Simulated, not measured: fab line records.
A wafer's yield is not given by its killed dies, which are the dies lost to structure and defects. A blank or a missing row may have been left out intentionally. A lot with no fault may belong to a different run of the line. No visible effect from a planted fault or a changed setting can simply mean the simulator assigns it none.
Matching of chambers / flow nand-harc / NHARC_A_BONDPAD_DESCUM_11 on rie-diel-12 has 4 sister chambers
The step chemistry O2, time 3 s. 8 wafers are shown with their chamber, then 9 later ones without.

== WAFERS WITH THEIR CHAMBER ==
wafer=L784.2; chamber=2; throttle-valve-pct (%)=11.309; oes-product-au (a.u.)=1.009
wafer=L795.4; chamber=3; throttle-valve-pct (%)=11.318; oes-product-au (a.u.)=0.999
wafer=L795.6; chamber=2; throttle-valve-pct (%)=11.322; oes-product-au (a.u.)=1.003
wafer=L796.3; chamber=1; throttle-valve-pct (%)=11.299; oes-product-au (a.u.)=0.997
wafer=L796.6; chamber=1; throttle-valve-pct (%)=11.307; oes-product-au (a.u.)=1.008
wafer=L797.1; chamber=0; throttle-valve-pct (%)=11.307; oes-product-au (a.u.)=1.007
wafer=L797.4; chamber=3; throttle-valve-pct (%)=11.300; oes-product-au (a.u.)=0.998
wafer=L797.6; chamber=0; throttle-valve-pct (%)=11.306; oes-product-au (a.u.)=1.005

== WAFERS WHOSE CHAMBER IS MISSING ==
wafer=L798.2; throttle-valve-pct (%)=11.327; oes-product-au (a.u.)=1.004
wafer=L798.3; throttle-valve-pct (%)=11.320; oes-product-au (a.u.)=1.007
wafer=L798.6; throttle-valve-pct (%)=11.311; oes-product-au (a.u.)=1.003
wafer=L802.1; throttle-valve-pct (%)=11.308; oes-product-au (a.u.)=0.998
wafer=L802.4; throttle-valve-pct (%)=11.335; oes-product-au (a.u.)=1.009
wafer=L802.6; throttle-valve-pct (%)=11.306; oes-product-au (a.u.)=0.999
wafer=L801.1; throttle-valve-pct (%)=11.318; oes-product-au (a.u.)=1.011
wafer=L801.2; throttle-valve-pct (%)=11.315; oes-product-au (a.u.)=1.001
wafer=L801.4; throttle-valve-pct (%)=11.323; oes-product-au (a.u.)=1.016

== THE CHAMBER EACH PASSED THROUGH ==
wafer=L798.2; from the rows above=can't be placed: 2 or 3 or 0 or 1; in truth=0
wafer=L798.3; from the rows above=can't be placed: 2 or 0 or 1 or 3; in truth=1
wafer=L798.6; from the rows above=can't be placed: 0 or 2 or 1 or 3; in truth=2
wafer=L802.1; from the rows above=can't be placed: 3 or 1 or 0 or 2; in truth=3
wafer=L802.4; from the rows above=can't be placed: 2 or 0 or 3 or 1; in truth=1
wafer=L802.6; from the rows above=can't be placed: 3 or 1 or 0 or 2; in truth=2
wafer=L801.1; from the rows above=can't be placed: 2 or 0 or 1 or 3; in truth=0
wafer=L801.2; from the rows above=can't be placed: 3 or 2 or 1 or 0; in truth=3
wafer=L801.4; from the rows above=can't be placed: 2 or 0 or 1 or 3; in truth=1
Correct placement for 0 of the 9. From these rows, 9 cannot be placed; in 9 the true chamber is one of the candidates. Number placed wrongly: 0.
How it was worked out, from the rows above alone: a wafer's distance from a chamber is the root of the sum, over the readings, of the square of ((its reading less the chamber's mean) divided by the reading's scatter). The wafer belongs to the nearest chamber; if the next one is less than 2 further off, it can't be placed. For every chamber, the mean is computed from those of its wafers that are shown. The scatter: the root of (the sum of the squares of (reading less its chamber's mean) over the shown wafers, divided by (wafers less chambers)).
